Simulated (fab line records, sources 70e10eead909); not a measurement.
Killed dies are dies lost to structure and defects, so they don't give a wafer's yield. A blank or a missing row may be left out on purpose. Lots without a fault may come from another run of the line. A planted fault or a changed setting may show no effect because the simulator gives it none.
fab line records | flow nand_harc
record lots=5 wafers=15 last_day=25
route steps=1159 shown P_GATE@185 END@1159
lots that met no fault: from a run of the same line without faults
start_h: hours from the record's first day to the start of the lot's first wafer shown | wait_h: hours since the lot's step before | " the same as in the row above | L1.1+2: a row that stands for several wafers | - no value, or no start given | * or withheld: withheld | < > ~ a bound
route shown NAME@n: a module of which the file shows steps, and the number in the route of the first | usual: mean/standard deviation of fault-free wafers | same: alike in all rows | chamber/n: place in a boat | sites: the reading at each site | _std_site: their standard deviation | _edge_site: outer sites' mean less inner sites' | radius_mm: how far each site lies from the wafer's centre | mask NAME#n: copy n | behind: the tool/chamber that last shaped the wafer | hold: why the lot was held/for how many hours/how that ended | device: the transistor (n, p or np) that didn't switch | end of line: the same wafers' tests at the end of the route | a step without rows: its recipe alone | killed: dies lost to structure and defects at the first sort, not the wafer's yield | map: a wafer's dies, x killed, . not, _ none there
set.NAME: the setting as run; set.NAME@STEP: as run at that earlier step | model.NAME: the simulator's own value behind a step, which no gauge read
lots at some steps of the route; a table a step, a row a wafer
services: from which hour (start_h, from the record's first day; less than 0 if before it) a tool's chamber was out of use, for how many hours, and why
## steps
# step NHARC_P_GATE_CD_MEAS_59
# recipe target_cd_nm=720 landing_energy_ev=500
# usual cd_nm=720.6/1.6
# columns lot.wafer tool chamber start_h wait_h cd_nm
L468.3 cd_sem-01 0 159.94 - 726.2
L468.4 " 0 " " 721.2
L468.6 " 0 " " 722.3
L474.1 cd_sem-02 0 194.14 - 717.5
L474.2 " 0 " " 720.4
L474.3 " 0 " " 718.1
L475.2 cd_sem-01 0 212.46 - 719.7
L475.5 " 0 " " 722.8
L475.6 " 0 " " 721.2
L479.3 cd_sem-03 0 236.24 - 720.4
L479.5 " 0 " " 720.2
L479.6 " 0 " " 718.4
L481.3 cd_sem-02 0 241.49 - 720.7
L481.5 " 0 " " 720.8
L481.6 " 0 " " 718.9
# step NHARC_P_GATE_HARDBAKE_60
# recipe temp_c=125 time_s=80
# step NHARC_P_GATE_DESCUM_61
# recipe time_s=3 o2_flow_sccm=200 ar_flow_sccm=0 bias_power_w=0 chemistry=O2
# usual chamber_pressure_mTorr=60.00/0.052 drypump_motor_current_A=5.7/0.36 oes_product_au=0.998/0.0098 rf_vpp_V=57.6/0.8 showerhead_plenum_p_Torr=1.88/0.067 throttle_valve_pct=11.312/0.0087
# columns lot.wafer tool chamber start_h wait_h chamber_pressure_mTorr drypump_motor_current_A oes_product_au rf_hours_counter_h rf_vpp_V showerhead_plenum_p_Torr throttle_valve_pct
L468.4 rie_diel-13 1 160.15 - 59.95 5.4 0.995 9 57.9 1.84 11.306
L468.3 " 2 " " 59.97 6.0 1.011 10 56.8 1.85 11.307
L468.6 " 0 " " 60.00 5.2 1.003 - 57.6 1.82 11.309
L474.2 rie_diel-13 2 194.31 - 59.99 6.0 1.002 16 58.3 1.84 11.312
L474.1 " 3 " " 60.07 6.0 1.001 17 58.2 1.97 11.312
L474.3 " 0 " " 59.96 5.2 0.988 16 57.5 1.82 11.305
L475.2 rie_diel-13 0 212.62 - 60.04 5.2 1.003 20 58.6 1.82 11.296
L475.6 " 0 " " 59.95 5.2 1.000 - 56.8 1.82 11.307
L475.5 " 1 " " 59.94 5.4 0.999 - 58.0 1.84 11.305
L479.3 rie_diel-01 1 236.39 - 60.00 5.1 0.996 38 56.7 1.82 11.316
L479.6 " 1 " " 59.99 5.1 1.004 - 56.3 1.82 11.326
L479.5 " 2 " " 60.00 6.0 0.995 - 58.1 1.97 11.305
L481.3 rie_diel-13 2 241.65 - 59.90 6.0 1.005 26 58.2 1.84 11.298
L481.5 " 1 " " 59.97 5.5 0.983 - 58.4 1.83 11.309
L481.6 " 2 " " 60.06 6.0 1.008 - 56.3 1.84 11.305
# step NHARC_P_GATE_IMPLANT_62
# recipe energy_kev=20 dose_cm2=3e+15 tilt_deg=7
# step NHARC_P_GATE_STRIP_112
# recipe power_w=1500 temp_c=110 time_s=200 chemistry=N2/H2
# usual drypump_motor_current_A=5.7/0.45 heater_power_w=90/6
# columns lot.wafer tool chamber start_h wait_h drypump_motor_current_A heater_power_w rf_hours_counter_h
L468.3 plasma_asher-01 1 160.60 0.2 5.2 88 -
L468.4 " 0 " " 5.9 85 -
L468.6 " 1 " " 5.2 86 -
L474.1 plasma_asher-02 1 194.67 0.2 6.4 96 1
L474.2 " 0 " " 5.4 84 1
L474.3 " 0 " " 5.4 84 -
L475.2 plasma_asher-02 0 212.99 0.2 5.4 85 6
L475.5 " 0 " " 5.4 83 -
L475.6 " 1 " " 6.3 102 -
L479.3 plasma_asher-01 0 236.89 0.3 5.9 84 -
L479.5 " 1 " " 5.2 89 -
L479.6 " 0 " " 5.9 87 -
L481.3 plasma_asher-02 0 242.14 0.3 5.4 84 -
L481.6 " 1 " " 6.4 100 -
L481.5 " 0 " " 5.4 84 -
# step NHARC_P_GATE_STRIP_76
# recipe power_w=1500 temp_c=250 chemistry=O2
# usual drypump_motor_current_A=5.7/0.45 heater_power_w=337/22
# columns lot.wafer tool chamber start_h wait_h drypump_motor_current_A heater_power_w rf_hours_counter_h
L468.3 plasma_asher-01 1 160.80 0.2 5.2 327 -
L468.4 " 0 " " 5.9 323 -
L468.6 " 1 " " 5.2 330 -
L474.1 plasma_asher-02 1 194.92 0.2 6.3 363 1
L474.2 " 0 " " 5.4 310 1
L474.3 " 0 " " 5.4 316 -
L475.2 plasma_asher-02 0 213.25 0.2 5.4 313 7
L475.5 " 0 " " 5.4 320 -
L475.6 " 1 " " 6.3 366 -
L479.3 plasma_asher-01 0 237.05 0.1 5.9 320 -
L479.5 " 1 " " 5.2 322 -
L479.6 " 0 " " 5.9 324 -
L481.3 plasma_asher-02 0 242.30 0.1 5.4 320 -
L481.6 " 1 " " 6.3 370 -
L481.5 " 0 " " 5.4 317 -
# step NHARC_P_GATE_STRIP_63
# recipe time_s=900 temp_c=130 chemistry=SPM
# step NHARC_P_GATE_DEHYDRATE_83
# recipe temp_c=150 time_s=120
# step NHARC_P_GATE_HMDS_84
# recipe time_s=30
# step NHARC_P_GATE_COAT_85
# recipe spin_rpm=3000
# step NHARC_P_GATE_SOFTBAKE_86
# recipe temp_c=122 time_s=95
# step NHARC_P_GATE_EBR_87
# step NHARC_P_GATE_EXPOSE_88
# recipe na=0.6 target_cd_nm=2000 dose_mj=11.87 mask_id=P_HVN
# usual exposure_dose_mJ_cm2=11.866/0.012 reticle_temp_C=22.99/0.094
# columns lot.wafer tool chamber start_h wait_h mask exposure_dose_mJ_cm2 reticle_temp_C
L468.3 krf_scanner-03 0 161.43 - P_HVN_R1#0 11.869 23.09
L468.4 " 0 " " P_HVN_R1#0 11.855 22.88
L468.6 " 0 " " P_HVN_R1#0 11.872 23.05
L474.1 krf_scanner-01 0 195.68 - P_HVN#0 11.877 23.02
L474.2 " 0 " " P_HVN#0 11.874 22.91
L474.3 " 0 " " P_HVN#0 11.863 22.90
L475.2 krf_scanner-01 0 213.89 - P_HVN#0 11.857 23.04
L475.5 " 0 " " P_HVN#0 11.864 23.07
L475.6 " 0 " " P_HVN#0 11.862 23.06
L479.3 krf_scanner-02 0 237.79 - P_HVN#0 11.876 23.04
L479.5 " 0 " " P_HVN#0 11.881 23.07
L479.6 " 0 " " P_HVN#0 11.861 23.14
L481.3 krf_scanner-03 0 243.04 - P_HVN#0 11.868 22.94
L481.5 " 0 " " P_HVN#0 11.864 22.93
L481.6 " 0 " " P_HVN#0 11.866 22.98
# step NHARC_P_GATE_PEB_89
# recipe peb_temp_c=118 peb_time_s=85
# step NHARC_P_GATE_DEVELOP_90
# recipe time_s=70
# step NHARC_P_GATE_CD_MEAS_91
# recipe target_cd_nm=2000 landing_energy_ev=500
# usual cd_nm=1999.0/1.9
# columns lot.wafer tool chamber start_h wait_h cd_nm
L468.3 cd_sem-01 0 161.58 - 2322.4
L468.4 " 0 " " 2320.9
L468.6 " 0 " " 2323.7
L474.1 cd_sem-01 0 195.84 - 1999.9
L474.2 " 0 " " 2000.8
L474.3 " 0 " " 1997.3
L475.2 cd_sem-03 0 214.04 - 1998.8
L475.5 " 0 " " 2000.6
L475.6 " 0 " " 1997.7
L479.3 cd_sem-01 0 237.94 - 1999.2
L479.5 " 0 " " 1998.3
L479.6 " 0 " " 1999.4
L481.3 cd_sem-02 0 243.19 - 1999.2
L481.5 " 0 " " 2001.0
L481.6 " 0 " " 2000.9
# step NHARC_P_GATE_HARDBAKE_92
# recipe temp_c=125 time_s=80
# step NHARC_P_GATE_DESCUM_93
# recipe time_s=3 o2_flow_sccm=200 ar_flow_sccm=0 bias_power_w=0 chemistry=O2
# usual chamber_pressure_mTorr=60.01/0.059 drypump_motor_current_A=5.7/0.39 oes_product_au=0.997/0.0099 rf_vpp_V=57.5/0.9 showerhead_plenum_p_Torr=1.90/0.077 throttle_valve_pct=11.310/0.0099
# columns lot.wafer tool chamber start_h wait_h chamber_pressure_mTorr drypump_motor_current_A oes_product_au rf_hours_counter_h rf_vpp_V showerhead_plenum_p_Torr throttle_valve_pct model.P_GATE.cd_nm
L468.4 rie_diel-13 3 161.74 - 59.96 5.9 1.008 10 56.7 1.97 11.305 2321
L468.3 " 0 " " 60.07 5.2 1.000 10 58.6 1.82 11.311 2323
L468.6 " 2 " " 59.95 6.0 0.998 - 57.1 1.85 11.315 2324
L474.3 rie_diel-07 0 196.00 - 59.99 5.8 0.991 52 58.4 2.06 11.305 1998
L474.1 " 2 " " 59.93 6.0 0.987 50 58.9 1.94 11.324 2000
L474.2 " 3 " " 60.04 5.2 0.993 50 57.7 1.90 11.299 2002
L475.2 rie_diel-01 3 214.20 - 60.04 5.3 0.991 24 55.6 1.89 11.293 1998
L475.5 " 3 " " 60.02 5.3 0.994 - 57.2 1.89 11.313 2000
L475.6 " 0 " " 59.89 6.7 1.003 - 57.1 1.79 11.309 1999
L479.3 rie_diel-13 0 238.13 - 60.11 5.2 0.995 26 58.5 1.82 11.324 2000
L479.5 " 2 " " 59.98 6.0 1.002 - 57.0 1.84 11.314 1999
L479.6 " 3 " " 60.04 6.0 0.996 - 58.2 1.97 11.307 2000
L481.3 rie_diel-07 2 243.36 - 60.01 6.0 1.005 1 58.1 1.93 11.303 1999
L481.5 " 1 " " 59.92 5.6 1.014 - 57.4 1.90 11.310 2001
L481.6 " 2 " " 60.02 6.0 1.012 - 58.2 1.93 11.312 2001
# step NHARC_P_GATE_IMPLANT_94
# recipe energy_kev=60 dose_cm2=2e+15 tilt_deg=7
# step NHARC_END_SORT_01
# recipe temp_c=25
# usual killed_at_array=29/10 killed_at_other=0.7/1.1 killed_at_periphery=3.2/2.2 killed_dies=33/11 killed_open=3.5/1.8 killed_short=2.0/1.4
# same gross_dies=677
# columns lot.wafer tool chamber start_h wait_h killed_at_array killed_at_other killed_at_periphery killed_dies killed_open killed_short
L468.3 prober-01 0 507.52 3.1 28 0 224 252 5 3
L468.4 prober-01 0 508.31 3.4 27 0 215 242 6 3
L468.6 prober-01 0 509.90 4.0 18 3 202 223 2 0
# killed by level:class
L468.3 P_GATE:area_expose=222 A_CHANNEL_HOLE_D1:chamber_film_flake=19 A_CONTACT:chamber_film_flake=2 P_CONTACT:geometric_particle:short=1 P_CONTACT:geometric_particle:open=1 A_SOURCE_PLATE:geometric_particle:open=1 A_CHANNEL_FILL_D1:geometric_particle:open=1 A_SGD_CUT:geometric_particle:open=1
L468.4 P_GATE:area_expose=210 A_CHANNEL_HOLE_D1:chamber_film_flake=14 A_SLIT:chamber_film_flake=3 P_GATE:geometric_particle:open=2 P_ZERO_WELL:chamber_film_flake=2 A_STAIRCASE:chamber_film_flake=2 A_SOURCE_PLATE:geometric_particle:open=1 A_ONON_D1:geometric_particle:short=1
L468.6 P_GATE:area_expose=201 A_CHANNEL_HOLE_D1:chamber_film_flake=11 A_STAIRCASE:chamber_film_flake=3 A_CONTACT:chamber_film_flake=2 THIN_TSV:chamber_film_flake=2 A_CHANNEL_FILL_D1:geometric_particle:open=1 P_GATE:chamber_film_flake=1 STARTING-WAFER:geometric_particle:open=1
# map L468.3 (x killed, . not)
____________.____________
_________..x...._________
_______..........._______
______...x..x...x..______
_____....xxxxxx....._____
____....xxx.x........____
____....x..x.x..xx...____
___......xxx..x.......___
___..xx.x.xxxx........___
__......x.xx.xxxx......__
__....x..xxxxxxx..x....__
_.....x..xxxxxx.xxx....._
_x.....xxxxxx.xx........_
_....xxx..xxx.x.x.xx...._
_..xx.xx..xxxxxxxxxx...._
_.x...xxxxxxxxxxxxxx...._
.x...x..xxxxx.xxx.x......
...xxx.xxxxxxxx.x..xx....
...x.xxx.xxxxxxx.xx......
....xxx..x.xxxxx.x.......
...x.x..x.xxxxxxx..xx....
_.xxx..xxxxxx.xxx.xxx..._
_.x.xx..xx.xxxxx.xxx.x.._
_....x...xxxx.xxxxxx...._
_.....x.xxxxxx.x...x...._
_....x.x.x.xx..xx......._
__..x.x..xxxxxx...x....__
__...x.....xx..xxxx....__
___........xxx.x......___
___.....x.xx.....x..x.___
____.......x.x.......____
____...xx.x..........____
_____..............._____
______...x.........______
_______..........._______
_________...x..._________
____________.____________
# map L481.6 (x killed, . not)
____________.____________
_________......._________
_______..........._______
______....x........______
_____..............._____
____.................____
____.................____
___.....x.............___
___...................___
__.....................__
__x..........x.........__
_......................._
_......................._
_............x....x....._
_.......x.........x....._
_...................x.x._
......................x..
x.............x..x....x..
............x...x.....x..
.............x....x......
...........x.x.x...x.....
_..x........xxxx........_
_..........xxx.........._
_x....x...x.xx.x........_
_....x....x.xx.x........_
_..........x............_
__.x........x..........__
__.........x...........__
___..............x....___
___x..................___
____......x........x.____
____.................____
_____..............._____
______.........xx..______
_______....x...x.._______
_________...x..x_________
____________.____________
## services
# columns tool chamber start_h hours kind
rie_diel-01 0 136.38 7.9 repair
rie_diel-01 - 137.93 9.0 pm
rie_diel-13 0 157.06 - clean
rie_diel-13 1 157.06 - clean
rie_diel-13 2 157.06 - clean
rie_diel-13 3 157.06 - clean
krf_scanner-03 - 168.00 4.0 pm
rie_diel-07 3 178.24 7.3 repair
rie_diel-13 0 181.58 - clean
rie_diel-13 1 181.58 - clean
rie_diel-13 2 181.58 - clean
rie_diel-13 3 181.58 - clean
plasma_asher-02 - 183.00 9.0 pm
plasma_asher-02 0 183.00 9.0 vent_cycle
plasma_asher-02 1 183.00 9.0 vent_cycle
plasma_asher-02 0 192.00 - clean
plasma_asher-02 1 192.00 - clean
krf_scanner-03 - 199.46 1.5 repair
krf_scanner-01 - 205.39 2.0 repair
rie_diel-13 0 206.08 - clean
krf_scanner-02 - 210.00 4.0 pm
rie_diel-07 - 228.51 9.0 pm
rie_diel-13 - 237.43 0.3 repair
krf_scanner-03 - 238.50 1.5 repair
## key
first_sign step=NHARC_P_GATE_EXPOSE_88 reading=mask direction=changed
effect step=NHARC_P_GATE_CD_MEAS_91 reading=cd_nm direction=up sigmas=99+ usual=1999.0 struck=2322.3
effect step=NHARC_END_SORT_01 reading=killed_at_periphery direction=up sigmas=94 usual=3.2 struck=213.7
model_effect step=NHARC_P_GATE_DESCUM_93 value=P_GATE.cd_nm without=2001 struck=2322
more_kills_born_at NHARC_P_GATE_EXPOSE_88@krf_scanner-03=633
met_at NHARC_P_GATE_EXPOSE_88
struck_wafers L468.3,L468.4,L468.6
tester_left_out L468
fault kind=wrong_mask tool=any chamber=- onset_h=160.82 steps=NHARC_P_GATE_EXPOSE_88 aux_copy=P_HVN_R1#0 cd_offset_nm=321.56 scope=struck_lots_only
# tester_left_out: of these lots the tester's yield and bins aren't shown, on N5 and GAA mostly nor the transistor test; their killed dies are dies lost to structure and defects alone, not to doping, threshold or leakage, so they don't give the yield
